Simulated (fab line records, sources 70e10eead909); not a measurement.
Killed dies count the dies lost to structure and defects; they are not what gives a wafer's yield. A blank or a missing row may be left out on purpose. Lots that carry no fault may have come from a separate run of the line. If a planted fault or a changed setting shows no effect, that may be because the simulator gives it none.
Check for tools in common :: flow nand-harc :: 1 lot, 3 wafers sampled

== THE REASON FOR OPENING IT ==
At NHARC_END_SORT_01 the reading killed-at-periphery is flagged on 1 of 1 lot. No-fault wafers: 3.6, standard deviation 2.6.
Rule: a lot is flagged in two cases, either no wafer of it has a number, or all its wafers with numbers fall more than 4 standard deviations from that mean. All remaining lots are regarded as sound.

lot: L491
measured: day 19 17:22
on: prober-02
killed-at-periphery, wafer by wafer: 647 656 654
flag: FLAGGED
On average the flagged lots read 652.3, which is +648.7 against the usual, or +99 or more standard deviations.

== EACH LOT AND THE TOOL IT RAN ON ==
Before the reading, the record contains 4 process steps out of a 1159-step route. Cell contents, in order: the tool; ch with the chambers the sampled wafers went through; the start.
lot: L491
flag: FLAGGED
NHARC_P_STI_ETCH_42: rie-diel-08 ch 0,1,3, day 3 08:33
NHARC_P_STI_ETCH_31: rie-diel-08 ch 0,1, day 4 19:23 or earlier
NHARC_P_GATE_EXPOSE_08: krf-scanner-04 ch 0, day 4 19:23
NHARC_P_GATE_ETCH_104: rie-diel-07 ch 0,2, day 5 09:41
What these steps do:
- NHARC_P_STI_ETCH_42: etches the open film in N2/H2, target depth 80 nm, overetch 24 nm, time 61 s.
- NHARC_P_STI_ETCH_31: etches the open film in CF4/CHF3, target depth 108.9 nm, time 54.5 s.
- NHARC_P_GATE_EXPOSE_08: exposes mask P HV.
- NHARC_P_GATE_ETCH_104: etches the open film in CF4/CHF3, target depth 60 nm.
- NHARC_END_SORT_01

== FLAGGED AGAINST TOTAL, ONE TOOL AT A TIME (gauges that did the reading follow at the end) ==
step: NHARC_P_STI_ETCH_42
tool: rie-diel-08
lots run: 1
flagged: 1
share of the flagged lots: all
sound lots run after its first flagged lot: 0

step: NHARC_P_STI_ETCH_31
tool: rie-diel-08
lots run: 1
flagged: 1
share of the flagged lots: all
sound lots run after its first flagged lot: 0

step: NHARC_P_GATE_EXPOSE_08
tool: krf-scanner-04
lots run: 1
flagged: 1
share of the flagged lots: all
sound lots run after its first flagged lot: 0

step: NHARC_P_GATE_ETCH_104
tool: rie-diel-07
lots run: 1
flagged: 1
share of the flagged lots: all
sound lots run after its first flagged lot: 0

step: NHARC_END_SORT_01
tool: prober-02
lots run: 1
flagged: 1
share of the flagged lots: all
sound lots run after its first flagged lot: 0
With no start given for some of its lots, NHARC_P_STI_ETCH_31 uses the hours and lot order of NHARC_P_GATE_EXPOSE_08.

== THE TABLE: WHAT IT ALLOWS ==
5 rows of the table ran every flagged lot: rie-diel-08 at NHARC_P_STI_ETCH_42, rie-diel-08 at NHARC_P_STI_ETCH_31, krf-scanner-04 at NHARC_P_GATE_EXPOSE_08, rie-diel-07 at NHARC_P_GATE_ETCH_104, prober-02 at NHARC_END_SORT_01.
- rie-diel-08 at NHARC_P_STI_ETCH_42: 1 of its 1 lot flagged. In this sample it ran no sound lot ahead of its first flagged lot, so there is no way to narrow down the start.
- rie-diel-08 at NHARC_P_STI_ETCH_31: 1 of its 1 lot flagged. In this sample it ran no sound lot ahead of its first flagged lot, so there is no way to narrow down the start.
- krf-scanner-04 at NHARC_P_GATE_EXPOSE_08: 1 of its 1 lot flagged. In this sample it ran no sound lot ahead of its first flagged lot, so there is no way to narrow down the start.
- rie-diel-07 at NHARC_P_GATE_ETCH_104: 1 of its 1 lot flagged. In this sample it ran no sound lot ahead of its first flagged lot, so there is no way to narrow down the start.
- prober-02 at NHARC_END_SORT_01: 1 of its 1 lot flagged. In this sample it ran no sound lot ahead of its first flagged lot, so there is no way to narrow down the start.
Because each of these 4 tools fits a fault that began at some hour, counting lots does not separate them. More lots, or a look at what each step does to the wafer, might.

== WHAT WAS PUT IN BY THE SIMULATOR ==
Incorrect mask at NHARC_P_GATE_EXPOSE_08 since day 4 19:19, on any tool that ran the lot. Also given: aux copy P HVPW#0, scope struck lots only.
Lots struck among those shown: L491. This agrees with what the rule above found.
